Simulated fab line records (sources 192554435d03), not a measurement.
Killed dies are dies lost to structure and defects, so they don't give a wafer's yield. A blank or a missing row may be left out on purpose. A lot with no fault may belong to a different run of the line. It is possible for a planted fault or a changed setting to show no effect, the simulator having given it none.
Matching of chambers ; flow n5Finfet ; N5_BEOL_M3_STRIP_36 on rieDiel-02: 4 sister chambers
The step strips in N2/H2. 8 wafers are shown with their chamber, then 7 later ones without.

## WAFERS WITH THEIR CHAMBER
wafer;chamber;showerheadPlenumPTorr (Torr);throttleValvePct (%)
L083.1;2;2.47;23.69
L083.4;1;2.43;23.98
L083.6;3;2.42;23.80
L086.1;2;2.46;23.70
L086.4;0;2.59;23.63
L086.6;0;2.59;23.64
L091.1;3;2.42;23.79
L091.4;1;2.42;24.00

## WAFERS MISSING THEIR CHAMBER
wafer;showerheadPlenumPTorr (Torr);throttleValvePct (%)
L091.6;2.42;23.81
L096.1;2.45;23.73
L096.2;2.41;23.82
L096.3;2.58;23.69
L097.4;2.41;24.04
L097.5;2.41;23.82
L097.6;2.58;23.69

## EACH ONE'S CHAMBER
wafer;from the rows above;in truth
L091.6;3;3
L096.1;2;2
L096.2;3;3
L096.3;0;0
L097.4;1;1
L097.5;3;3
L097.6;0;0
7 of 7 placed correctly. Number that these rows cannot place: 0. Number placed wrongly: 0.
How it was worked out, from the rows above alone: a wafer's distance from a chamber is the root of the sum, over the readings, of the square of ((its reading less the chamber's mean) divided by the reading's scatter). The wafer belongs to the nearest chamber; if the next one is less than 2 further off, it can't be placed. For every chamber, the mean is computed from those of its wafers that are shown. The scatter: take each reading less its chamber's mean, square it, sum over the shown wafers, divide by the number of wafers less the number of chambers, and take the root.
